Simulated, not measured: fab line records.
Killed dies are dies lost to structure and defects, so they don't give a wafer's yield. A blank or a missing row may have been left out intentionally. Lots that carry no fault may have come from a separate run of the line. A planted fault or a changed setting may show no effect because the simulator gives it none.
fab line records	flow n5_finfet
record: lots: 7	wafers: 21
route steps=1938 shown BEOL_M1@751 BEOL_M3@957 BEOL_M4@1025
start_h: start of the lot's first displayed wafer, in hours after the record's first day	wait_h: hours elapsed since this lot's preceding step	" the same as in the row above	L1.1+2: one row covering several wafers at once	- no value, or no start was given	* or withheld: withheld	< > ~ a bound
route shown NAME@n: a module of which the file shows steps, and the number in the route of the first	usual: mean/standard deviation taken from wafers without a fault	same: alike in all rows	chamber/n: place in a boat	sites: each site's reading	_std_site: how widely they spread, as a standard deviation	_edge_site: mean of outer sites minus mean of inner sites	radius_mm: how far each site lies from the wafer's centre	mask NAME#n: copy n	behind: the most recent tool/chamber to have shaped the wafer	hold: why the lot went on hold/how many hours it stayed there/how the hold came to an end	device: which transistor (n, p or np) failed to switch	end of line: tests of these same wafers at the route's end	step lacking rows: just its recipe	killed: dies lost to structure and defects at the first sort, not the wafer's yield	map: shows each die of a wafer: x if killed, . if not, _ if none is there
set.NAME: the setting that was run; set.NAME@STEP: the one run at that earlier step	model.NAME: the simulator's own value behind a step, which no gauge read
one table per step and one row per wafer, for lots whose settings were changed on purpose
== steps ==
step: N5_BEOL_M1_ILD_DEP_00
recipe: material: SiOC	target_thk_a: 790	temp_c: 350	precursor: DEMS/O2	pressure_torr: 5	rf_w: 500	time_s: 15.3
lot.wafer	tool	chamber	start_h	wait_h	set.time_s	model.SiOC_of_BEOL_M1_ILD_DEP_00.thk_nm
L076.4	pecvd-02	2	136.11	0.1	15.3	79
L076.5	"	0	"	"	13.92	72.8
L076.6	"	1	"	"	15.3	78.6
L079.2	pecvd-02	1	154.07	0.0	15.3	77
L079.3	"	0	"	"	15.3	77.4
L079.4	"	1	"	"	17.54	89.6
L080.1	pecvd-03	0	158.94	0.0	15.3	77.2
L080.3	"	2	"	"	15.3	78.8
L080.6	"	0	"	"	15.3	79
L084.1	pecvd-04	0	181.25	0.0	15.3	79
L084.2	"	2	"	"	13.71	69.6
L084.4	"	0	"	"	13.71	72.2
L087.2	pecvd-03	1	199.13	0.0	15.3	79
L087.3	"	2	"	"	15.3	79.8
L087.4	"	2	"	"	15.3	81.6
L088.3	pecvd-03	1	207.71	0.0	14.35	74.4
L088.4	"	1	"	"	14.35	75.8
L088.5	"	0	"	"	15.3	79.6
L092.1	pecvd-03	2	235.88	0.0	15.3	80.6
L092.2	"	0	"	"	15.3	78.4
L092.3	"	1	"	"	15.3	78.8
step: N5_BEOL_M1_THK_MEAS_01
recipe: reads: SiOC_of_BEOL_M1_ILD_DEP_00
usual: M1_ILD_THK: 79.0/1.2
lot.wafer	tool	chamber	start_h	wait_h	set.time_s@BEOL_M1_ILD_DEP_00	M1_ILD_THK[nm]
L076.4	film_metro-02	-	136.16	0.0	15.3	79.1
L076.5	"	-	"	"	13.92	72.7
L076.6	"	-	"	"	15.3	78.5
L079.2	film_metro-01	-	154.14	0.1	15.3	77.1
L079.3	"	-	"	"	15.3	77.4
L079.4	"	-	"	"	17.54	89.7
L080.1	film_metro-01	-	159.01	0.0	15.3	77.2
L080.3	"	-	"	"	15.3	78.7
L080.6	"	-	"	"	15.3	79.0
L084.1	film_metro-02	-	181.32	0.0	15.3	79.0
L084.2	"	-	"	"	13.71	69.6
L084.4	"	-	"	"	13.71	72.2
L087.2	film_metro-02	-	199.20	0.1	15.3	79.1
L087.3	"	-	"	"	15.3	79.7
L087.4	"	-	"	"	15.3	81.6
L088.3	film_metro-02	-	207.77	0.1	14.35	74.4
L088.4	"	-	"	"	14.35	75.8
L088.5	"	-	"	"	15.3	79.6
L092.1	film_metro-02	-	235.95	0.0	15.3	80.6
L092.2	"	-	"	"	15.3	78.3
L092.3	"	-	"	"	15.3	78.7
step: N5_BEOL_M1_HM_DEP_02
recipe: material: TiN	target_thk_a: 200	temp_c: 25	chamber_pressure_pa: 0.49996
lot.wafer	tool	chamber	start_h	wait_h	set.target_thk_a	model.TiN_of_BEOL_M1_HM_DEP_02.thk_nm
L076.4	pvd_sputter-03	-	137.85	1.6	200	20.4
L076.5	"	-	"	"	200	20.2
L076.6	"	-	"	"	220.2	22.4
L079.2	pvd_sputter-01	-	155.10	0.9	200	19.8
L079.3	"	-	"	"	200	19.6
L079.4	"	-	"	"	209.9	20.6
L080.1+3+6	pvd_sputter-02	-	162.27	3.2	200	19.8
L084.1	pvd_sputter-03	-	183.86	2.5	200	20
L084.2	"	-	"	"	200	19.8
L084.4	"	-	"	"	192.9	19.6
L087.2	pvd_sputter-01	-	199.30	0.0	200	19.8
L087.3	"	-	"	"	200	20
L087.4	"	-	"	"	200	20.2
L088.3	pvd_sputter-01	-	208.48	0.6	190.3	18.6
L088.4	"	-	"	"	190.3	18.8
L088.5	"	-	"	"	200	19.6
L092.1	pvd_sputter-02	-	236.84	0.8	191.1	18.8
L092.2+3	"	-	"	"	200	19.8
step: N5_BEOL_M1_COAT_61
recipe: resist: SOC	temp_c: 250	time_s: 60	spin_rpm: 1500	resist_thk_nm: 60
step: N5_BEOL_M1_COAT_62
recipe: resist: SiARC	temp_c: 220	time_s: 60	spin_rpm: 1500	resist_thk_nm: 12
step: N5_BEOL_M1_STRIP_75
recipe: chemistry: N2/H2	temp_c: 40	n2_flow_sccm: 200	h2_flow_sccm: 200	rf_frequency_hz: 6e+07
step: N5_BEOL_M1_STRIP_66
recipe: chemistry: CF4	resist: SiARC	power_w: 300	bias_power_w: 75	pressure_mtorr: 50	cf4_flow_sccm: 150	rf_frequency_hz: 6e+07
step: N5_BEOL_M1_HM_OPEN_17
recipe: chemistry: Cl2/BCl3	target_depth_a: 200	overetch_a: 60	target: TiN	mask_material: SOC	ion_energy_ev: 150	pressure_mtorr: 10	icp_w: 1000	bias_w: 126	Cl2_flow_sccm: 53.25	bcl3_flow_sccm: 21.75	Ar_flow_sccm: 25
lot.wafer	tool	chamber	start_h	wait_h	set.target_thk_a@BEOL_M1_HM_DEP_02	model.etch.depth_nm
L076.4	rie_metal-01	0	138.64	0.1	200	20.37
L076.5	"	0	"	"	200	20.26
L076.6	"	1	"	"	220.2	22.43
L079.2	rie_metal-01	0	155.86	0.0	200	19.8
L079.3	"	1	"	"	200	19.61
L079.4	"	0	"	"	209.9	20.68
L080.1	rie_metal-03	1	163.16	0.0	200	19.71
L080.3	"	1	"	"	200	19.84
L080.6	"	1	"	"	200	19.76
L084.1	rie_metal-03	1	184.73	0.0	200	19.98
L084.2	"	0	"	"	200	19.89
L084.4	"	1	"	"	192.9	19.53
L087.2	rie_metal-02	1	200.06	0.0	200	19.88
L087.3	"	1	"	"	200	19.95
L087.4	"	0	"	"	200	20.2
L088.3	rie_metal-02	0	209.57	0.1	190.3	18.69
L088.4	"	1	"	"	190.3	18.72
L088.5	"	1	"	"	200	19.62
L092.1	rie_metal-03	0	238.32	0.0	191.1	18.73
L092.2	"	1	"	"	200	19.73
L092.3	"	0	"	"	200	19.81
step: N5_BEOL_M3_COAT_67
recipe: resist: SOC	temp_c: 250	time_s: 60	spin_rpm: 1500	resist_thk_nm: 60
lot.wafer	tool	chamber	start_h	wait_h	set.spin_rpm	model.SOC_of_BEOL_M3_COAT_67.thk_nm
L076.4	litho_track-01	0	169.88	0.0	1500	60.2
L076.5	"	0	"	"	1500	60.4
L076.6	"	0	"	"	1351	63.4
L079.2+3+4	litho_track-01	0	177.52	0.0	1573	58.8
L080.1	litho_track-01	0	185.36	0.0	1500	60.4
L080.3	"	0	"	"	1558	59.2
L080.6	"	0	"	"	1558	59.4
L084.1	litho_track-02	0	226.02	0.0	1652	57
L084.2	"	0	"	"	1500	60.2
L084.4	"	0	"	"	1500	60
L088.3+5	litho_track-02	0	244.36	0.0	1500	59.8
L088.4	"	0	"	"	1341	63.2
L087.2	litho_track-02	0	245.08	0.0	1500	60
L087.3	"	0	"	"	1500	60.2
L087.4	"	0	"	"	1500	59.8
L092.1	litho_track-01	0	271.85	0.5	1500	59.8
L092.2	"	0	"	"	1500	60
L092.3	"	0	"	"	1401	62
step: N5_BEOL_M3_COAT_68
recipe: resist: SiARC	temp_c: 220	time_s: 60	spin_rpm: 1500	resist_thk_nm: 12
lot.wafer	tool	chamber	start_h	wait_h	set.spin_rpm	model.SiARC_of_BEOL_M3_COAT_68.thk_nm
L076.4+5+6	litho_track-01	0	-	-	1500	12
L079.2+4	litho_track-01	0	-	-	1588	11.6
L079.3	"	0	"	"	1500	12
L080.1+6	litho_track-01	0	-	-	1500	12
L080.3	"	0	"	"	1372	12.6
L084.1+2	litho_track-02	0	-	-	1500	12
L084.4	"	0	"	"	1575	11.8
L088.3+5	litho_track-02	0	-	-	1500	12
L088.4	"	0	"	"	1438	12.2
L087.2+3+4	litho_track-02	0	-	-	1500	12
L092.1+2	litho_track-01	0	-	-	1421	12.4
L092.3	"	0	"	"	1500	12
step: N5_BEOL_M3_COAT_76
recipe: resist: underlayer	temp_c: 205	time_s: 60	spin_rpm: 1500	resist_thk_nm: 5
step: N5_BEOL_M3_COAT_22
recipe: resist: CAR-EUV	spin_rpm: 1500	resist_thk_nm: 30
step: N5_BEOL_M3_DESCUM_33
recipe: chemistry: O2	time_s: 7	source_power_w: 50	bias_power_w: 20	pressure_mtorr: 20	rf_frequency_hz: 2.712e+07	temp_c: 40	resist: CAR-EUV	o2_flow_sccm: 225
step: N5_BEOL_M3_ETCH_77
recipe: chemistry: N2/H2	target: underlayer	target_depth_a: 65	mask_material: CAR-EUV	time_s: 5.2	ion_energy_ev: 200	pressure_mtorr: 30	source_w: 840	bias_w: 150	n2_flow_sccm: 200	h2_flow_sccm: 200	ends: cleared
step: N5_BEOL_M3_ETCH_69
recipe: chemistry: CF4	target: SiARC	target_depth_a: 156	mask_material: CAR-EUV	time_s: 26	ion_energy_ev: 80	pressure_mtorr: 40	source_w: 545	bias_w: 36	Ar_flow_sccm: 100	cf4_flow_sccm: 100	ends: cleared
lot.wafer	tool	chamber	start_h	wait_h	set.spin_rpm@BEOL_M3_COAT_68	model.etch.depth_nm
L076.4+5	rie_diel-01	3,1	170.46	0.0	1500	12.01
L076.6	"	0	"	"	1500	11.99
L079.2	rie_diel-02	0	177.98	0.0	1588	11.66
L079.3	"	1	"	"	1500	12.07
L079.4	"	3	"	"	1588	11.7
L080.1	rie_diel-06	3	185.82	0.0	1500	12.07
L080.3	"	0	"	"	1372	12.59
L080.6	"	3	"	"	1500	12.04
L084.1	rie_diel-02	1	226.62	0.0	1500	12.02
L084.2	"	2	"	"	1500	12.01
L084.4	"	0	"	"	1575	11.74
L088.3	rie_diel-01	1	244.95	0.0	1500	11.96
L088.4	"	0	"	"	1438	12.23
L088.5	"	3	"	"	1500	11.97
L087.2	rie_diel-06	2	245.66	0.0	1500	12
L087.3	"	3	"	"	1500	11.98
L087.4	"	1	"	"	1500	12.04
L092.1	rie_diel-06	1	272.30	0.0	1421	12.37
L092.2	"	0	"	"	1421	12.34
L092.3	"	3	"	"	1500	11.97
step: N5_BEOL_M3_ALD_98
recipe: material: SiO2	target_thk_a: 25	temp_c: 100	ald_precursor_family: BDEAS	ald_co_reactant: O2-plasma	pulse_time_s: 1	co_reactant_pulse_time_s: 1	purge_time_s: 2	co_reactant_purge_time_s: 2	ald_cycles: 17	pressure_torr: 2
step: N5_BEOL_M3_ETCHBACK_99
recipe: chemistry: CHF3	target: SiO2	target_depth_a: 50	time_s: 10.4	source_w: 215	bias_w: 47	Ar_flow_sccm: 200	CHF3_flow_sccm: 12	ion_energy_ev: 100	pressure_mtorr: 30
step: N5_BEOL_M3_ETCH_70
recipe: chemistry: N2/H2	target: SOC	target_depth_a: 800	overetch_a: 160	mask_material: SiARC	temp_c: 40	time_s: 120	ion_energy_ev: 200	pressure_mtorr: 30	source_w: 840	bias_w: 150	n2_flow_sccm: 200	h2_flow_sccm: 200
lot.wafer	tool	chamber	start_h	wait_h	set.spin_rpm@BEOL_M3_COAT_67	model.etch.depth_nm
L076.4	rie_diel-02	2	175.90	0.0	1500	60.26
L076.5	"	1	"	"	1500	60.37
L076.6	"	2	"	"	1351	63.39
L079.2	rie_diel-06	2	192.35	0.0	1573	58.77
L079.3	"	1	"	"	1573	58.81
L079.4	"	1	"	"	1573	58.83
L080.1	rie_diel-06	2	195.70	0.0	1500	60.33
L080.3	"	3	"	"	1558	59.14
L080.6	"	1	"	"	1558	59.3
L084.1	rie_diel-01	0	232.75	0.0	1652	57.05
L084.2	"	3	"	"	1500	60.12
L084.4	"	2	"	"	1500	59.95
L088.3	rie_diel-02	2	259.19	0.0	1500	59.83
L088.4	"	0	"	"	1341	63.14
L088.5	"	1	"	"	1500	59.89
L087.2	rie_diel-02	0	260.37	0.0	1500	60.02
L087.3	"	2	"	"	1500	60.22
L087.4	"	1	"	"	1500	59.86
L092.1	rie_diel-02	0	273.48	0.0	1500	59.79
L092.2	"	2	"	"	1500	59.93
L092.3	"	3	"	"	1401	62.09
step: N5_BEOL_M4_COAT_61
recipe: resist: SOC	temp_c: 250	time_s: 60	spin_rpm: 1500	resist_thk_nm: 60
lot.wafer	tool	chamber	start_h	wait_h	set.spin_rpm	model.SOC_of_BEOL_M4_COAT_61.thk_nm
L076.4+6	litho_track-04	0	182.28	0.1	1500	60
L076.5	"	0	"	"	1500	60.2
L079.2+4	litho_track-05	0	199.22	0.1	1569	58.2
L079.3	"	0	"	"	1500	59.6
L080.1+6	litho_track-05	0	201.86	0.1	1500	60
L080.3	"	0	"	"	1500	59.8
L084.1+4	litho_track-05	0	240.39	0.1	1500	60.4
L084.2	"	0	"	"	1500	60.2
L088.3	litho_track-04	0	265.36	0.1	1500	60
L088.4+5	"	0	"	"	1362	63.2
L087.2	litho_track-03	0	268.49	0.1	1500	60.4
L087.3+4	"	0	"	"	1500	60
L092.1+3	litho_track-04	0	281.35	0.1	1500	59.8
L092.2	"	0	"	"	1500	60
step: N5_BEOL_M4_EXPOSE_08
recipe: mask_id: M4	na: 0.33	source_shape: dipole	sigma_inner: 0.369	sigma_outer: 0.767	polarization: unpolarized	dose_mj: 41.25
lot.wafer	tool	chamber	start_h	wait_h	mask	set.dose_mj
L076.4	euv_scanner-02	0	182.44	-	M4#0	41.25
L076.5+6	"	0	"	"	M4#0	38.95
L079.2	euv_scanner-01	0	199.49	-	M4#0	43.07
L079.3+4	"	0	"	"	M4#0	41.25
L080.1	euv_scanner-02	0	202.12	-	M4#0	41.25
L080.3+6	"	0	"	"	M4#0	39.92
L084.1+4	euv_scanner-01	0	240.52	-	M4#0	38.3
L084.2	"	0	"	"	M4#0	41.25
L088.3+4	euv_scanner-02	0	265.56	-	M4#0	43.61
L088.5	"	0	"	"	M4#0	41.25
L087.2+3+4	euv_scanner-02	0	268.64	-	M4#0	41.25
L092.1	euv_scanner-02	0	281.49	-	M4#0	42.3
L092.2+3	"	0	"	"	M4#0	41.25
step: N5_BEOL_M4_PEB_09
recipe: peb_temp_c: 100	peb_time_s: 60	resist: CAR-EUV
step: N5_BEOL_M4_DEVELOP_10
recipe: develop_time_s: 30	developer: TMAH	resist: CAR-EUV	rinse_liquid: surfactant_rinse	dry: air_spin	dev_temp_c: 23
step: N5_BEOL_M4_CD_MEAS_11
recipe: target_cd_nm: 16.79	landing_energy_ev: 500	detector: se_inlens	polarity: opening
usual: cd_nm: 16.71/0.24
lot.wafer	tool	chamber	start_h	wait_h	set.dose_mj@BEOL_M4_EXPOSE_08	cd_nm
L076.4	cd_sem-01	0	182.55	-	41.25	16.56
L076.5	"	0	"	"	38.95	15.78
L076.6	"	0	"	"	38.95	15.59
L079.2	cd_sem-02	0	199.61	-	43.07	17.58
L079.3	"	0	"	"	41.25	16.83
L079.4	"	0	"	"	41.25	16.74
L080.1	cd_sem-02	0	202.25	-	41.25	16.60
L080.3	"	0	"	"	39.92	16.39
L080.6	"	0	"	"	39.92	15.97
L084.1	cd_sem-01	0	240.66	-	38.3	15.03
L084.2	"	0	"	"	41.25	16.36
L084.4	"	0	"	"	38.3	14.71
L088.3	cd_sem-01	0	265.68	-	43.61	17.93
L088.4	"	0	"	"	43.61	17.60
L088.5	"	0	"	"	41.25	16.88
L087.2	cd_sem-02	0	268.76	-	41.25	17.26
L087.3	"	0	"	"	41.25	16.44
L087.4	"	0	"	"	41.25	16.07
L092.1	cd_sem-02	0	281.62	-	42.3	17.48
L092.2	"	0	"	"	41.25	16.83
L092.3	"	0	"	"	41.25	17.25
step: N5_BEOL_M4_DESCUM_16
recipe: chemistry: O2	time_s: 7	source_power_w: 50	bias_power_w: 20	pressure_mtorr: 20	rf_frequency_hz: 2.712e+07	temp_c: 40	resist: CAR-EUV	o2_flow_sccm: 225
step: N5_BEOL_M4_ETCH_74
recipe: chemistry: N2/H2	target: underlayer	target_depth_a: 65	mask_material: CAR-EUV	time_s: 5.2	ion_energy_ev: 200	pressure_mtorr: 30	source_w: 840	bias_w: 150	n2_flow_sccm: 200	h2_flow_sccm: 200	ends: cleared
lot.wafer	tool	chamber	start_h	wait_h	set.dose_mj@BEOL_M4_EXPOSE_08	model.BEOL_M4.cd_offset_nm
L076.4	rie_diel-03	0	182.70	0.0	41.25	0
L076.5+6	"	3,0	"	"	38.95	-1.2
L079.2	rie_diel-05	2	199.77	0.0	43.07	0.4
L079.3	"	0	"	"	41.25	-0.4
L079.4	"	3	"	"	41.25	-0.2
L080.1	rie_diel-03	3	202.48	0.0	41.25	-0.2
L080.3+6	"	2	"	"	39.92	-0.6
L084.1	rie_diel-05	3	240.82	0.0	38.3	-1.6
L084.2	"	0	"	"	41.25	-0.6
L084.4	"	1	"	"	38.3	-2
L088.3+4	rie_diel-04	1,0	265.84	0.0	43.61	1
L088.5	"	0	"	"	41.25	-0.2
L087.2	rie_diel-03	3	270.58	0.0	41.25	0
L087.3+4	"	1,2	"	"	41.25	-0.2
L092.1	rie_diel-04	1	281.90	0.0	42.3	1
L092.2+3	"	2,0	"	"	41.25	0
step: N5_BEOL_M4_ETCH_63
recipe: chemistry: CF4	target: SiARC	target_depth_a: 156	mask_material: CAR-EUV	time_s: 26	ion_energy_ev: 80	pressure_mtorr: 40	source_w: 545	bias_w: 36	Ar_flow_sccm: 100	cf4_flow_sccm: 100	ends: cleared
lot.wafer	tool	chamber	start_h	wait_h	set.dose_mj@BEOL_M4_EXPOSE_08	model.BEOL_M4.cd_offset_nm
L076.4	rie_diel-03	0	182.72	0.0	41.25	0
L076.5+6	"	3,0	"	"	38.95	-1.2
L079.2	rie_diel-05	2	199.78	0.0	43.07	0.6
L079.3+4	"	0,3	"	"	41.25	-0.4
L080.1	rie_diel-03	3	202.50	0.0	41.25	-0.2
L080.3	"	2	"	"	39.92	-0.6
L080.6	"	2	"	"	39.92	-0.8
L084.1	rie_diel-05	3	240.84	0.0	38.3	-1.6
L084.2	"	0	"	"	41.25	-0.4
L084.4	"	1	"	"	38.3	-2.2
L088.3	rie_diel-04	1	265.85	0.0	43.61	1
L088.4	"	0	"	"	43.61	1.2
L088.5	"	0	"	"	41.25	0
L087.2	rie_diel-03	3	270.59	0.0	41.25	0
L087.3	"	1	"	"	41.25	-0.2
L087.4	"	2	"	"	41.25	-0.4
L092.1	rie_diel-04	1	281.91	0.0	42.3	1
L092.2	"	2	"	"	41.25	0
L092.3	"	0	"	"	41.25	0.2
step: N5_BEOL_M4_ETCH_64
recipe: chemistry: N2/H2	target: SOC	target_depth_a: 750	overetch_a: 225	mask_material: SiARC	temp_c: 40	time_s: 121.9	ion_energy_ev: 200	pressure_mtorr: 30	source_w: 840	bias_w: 150	n2_flow_sccm: 200	h2_flow_sccm: 200
lot.wafer	tool	chamber	start_h	wait_h	set.spin_rpm@BEOL_M4_COAT_61	set.dose_mj@BEOL_M4_EXPOSE_08	model.etch.depth_nm	model.BEOL_M4.cd_offset_nm
L076.4	rie_diel-03	0	182.75	0.0	1500	41.25	60.01	0
L076.5	"	3	"	"	1500	38.95	60.22	-1.2
L076.6	"	0	"	"	1500	38.95	60.09	-1
L079.2	rie_diel-05	2	199.81	0.0	1569	43.07	58.27	0.6
L079.3	"	0	"	"	1500	41.25	59.65	-0.4
L079.4	"	3	"	"	1569	41.25	58.25	-0.4
L080.1	rie_diel-03	3	202.53	0.0	1500	41.25	60.05	-0.2
L080.3	"	2	"	"	1500	39.92	59.85	-0.4
L080.6	"	2	"	"	1500	39.92	59.98	-0.6
L084.1	rie_diel-05	3	240.86	0.0	1500	38.3	60.31	-1.4
L084.2	"	0	"	"	1500	41.25	60.23	-0.2
L084.4	"	1	"	"	1500	38.3	60.36	-1.8
L088.3	rie_diel-04	1	265.88	0.0	1500	43.61	59.98	1
L088.4	"	0	"	"	1362	43.61	63.23	1.2
L088.5	"	0	"	"	1362	41.25	63.22	-0.2
L087.2	rie_diel-03	3	270.62	0.0	1500	41.25	60.35	0
L087.3	"	1	"	"	1500	41.25	60.07	-0.4
L087.4	"	2	"	"	1500	41.25	59.98	-0.4
L092.1	rie_diel-04	1	281.94	0.0	1500	42.3	59.88	1
L092.2	"	2	"	"	1500	41.25	59.91	0.2
L092.3	"	0	"	"	1500	41.25	59.89	0.2
step: N5_BEOL_M4_STRIP_65
recipe: chemistry: N2/H2	temp_c: 40	n2_flow_sccm: 200	h2_flow_sccm: 200	rf_frequency_hz: 6e+07
step: N5_BEOL_M4_STRIP_75
recipe: chemistry: N2/H2	temp_c: 40	n2_flow_sccm: 200	h2_flow_sccm: 200	rf_frequency_hz: 6e+07
step: N5_BEOL_M4_STRIP_66
recipe: chemistry: CF4	resist: SiARC	power_w: 300	bias_power_w: 75	pressure_mtorr: 50	cf4_flow_sccm: 150	rf_frequency_hz: 6e+07
step: N5_BEOL_M4_HM_OPEN_17
recipe: chemistry: Cl2/BCl3	target_depth_a: 200	overetch_a: 60	target: TiN	mask_material: SOC	ion_energy_ev: 150	pressure_mtorr: 10	icp_w: 1000	bias_w: 126	Cl2_flow_sccm: 53.25	bcl3_flow_sccm: 21.75	Ar_flow_sccm: 25
lot.wafer	tool	chamber	start_h	wait_h	set.dose_mj@BEOL_M4_EXPOSE_08	model.BEOL_M4.cd_offset_nm
L076.4	rie_metal-01	1	182.95	0.1	41.25	0
L076.5	"	1	"	"	38.95	-1.4
L076.6	"	0	"	"	38.95	-1.2
L079.2	rie_metal-03	0	199.99	0.0	43.07	0.6
L079.3	"	0	"	"	41.25	-0.6
L079.4	"	1	"	"	41.25	-0.4
L080.1	rie_metal-01	1	202.70	0.0	41.25	-0.2
L080.3+6	"	1	"	"	39.92	-0.6
L084.1	rie_metal-01	0	241.04	0.0	38.3	-1.2
L084.2	"	1	"	"	41.25	-0.2
L084.4	"	1	"	"	38.3	-1.8
L088.3	rie_metal-03	1	266.08	0.1	43.61	1
L088.4	"	0	"	"	43.61	1.2
L088.5	"	1	"	"	41.25	-0.4
L087.2	rie_metal-03	0	270.79	0.0	41.25	0
L087.3+4	"	0,1	"	"	41.25	-0.4
L092.1	rie_metal-02	0	282.12	0.0	42.3	1
L092.2+3	"	1	"	"	41.25	0.4
== key ==
split: step: N5_BEOL_M1_ILD_DEP_00	setting: time_s	stated: 15.3	by: wafer
response: step: N5_BEOL_M1_ILD_DEP_00	reading: model.SiOC_of_BEOL_M1_ILD_DEP_00.thk_nm	change: +0.786	per: 1%	r: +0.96
response: step: N5_BEOL_M1_THK_MEAS_01	reading: M1_ILD_THK	change: +0.787	per: 1%	r: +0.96
split: step: N5_BEOL_M1_HM_DEP_02	setting: target_thk_a	stated: 200	by: wafer
response: step: N5_BEOL_M1_HM_DEP_02	reading: model.TiN_of_BEOL_M1_HM_DEP_02.thk_nm	change: +0.195	per: 1%	r: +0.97
response: step: N5_BEOL_M1_HM_OPEN_17	reading: model.etch.depth_nm	change: +0.201	per: 1%	r: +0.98
split: step: N5_BEOL_M3_COAT_67	setting: spin_rpm	stated: 1500	by: wafer
response: step: N5_BEOL_M3_COAT_67	reading: model.SOC_of_BEOL_M3_COAT_67.thk_nm	change: -0.313	per: 1%	r: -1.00
response: step: N5_BEOL_M3_ETCH_70	reading: model.etch.depth_nm	change: -0.307	per: 1%	r: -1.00
split: step: N5_BEOL_M3_COAT_68	setting: spin_rpm	stated: 1500	by: wafer
response: step: N5_BEOL_M3_COAT_68	reading: model.SiARC_of_BEOL_M3_COAT_68.thk_nm	change: -0.0644	per: 1%	r: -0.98
response: step: N5_BEOL_M3_ETCH_69	reading: model.etch.depth_nm	change: -0.0645	per: 1%	r: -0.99
split: step: N5_BEOL_M4_COAT_61	setting: spin_rpm	stated: 1500	by: wafer
response: step: N5_BEOL_M4_COAT_61	reading: model.SOC_of_BEOL_M4_COAT_61.thk_nm	change: -0.339	per: 1%	r: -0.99
response: step: N5_BEOL_M4_ETCH_64	reading: model.etch.depth_nm	change: -0.343	per: 1%	r: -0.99
split: step: N5_BEOL_M4_EXPOSE_08	setting: dose_mj	stated: 41.25	by: wafer
response: step: N5_BEOL_M4_CD_MEAS_11	reading: cd_nm	change: +0.175	per: 1%	r: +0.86
response: step: N5_BEOL_M4_ETCH_74	reading: model.BEOL_M4.cd_offset_nm	change: +0.192	per: 1%	r: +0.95
response: step: N5_BEOL_M4_ETCH_63	reading: model.BEOL_M4.cd_offset_nm	change: +0.212	per: 1%	r: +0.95
response: step: N5_BEOL_M4_ETCH_64	reading: model.BEOL_M4.cd_offset_nm	change: +0.205	per: 1%	r: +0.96
response: step: N5_BEOL_M4_HM_OPEN_17	reading: model.BEOL_M4.cd_offset_nm	change: +0.217	per: 1%	r: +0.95
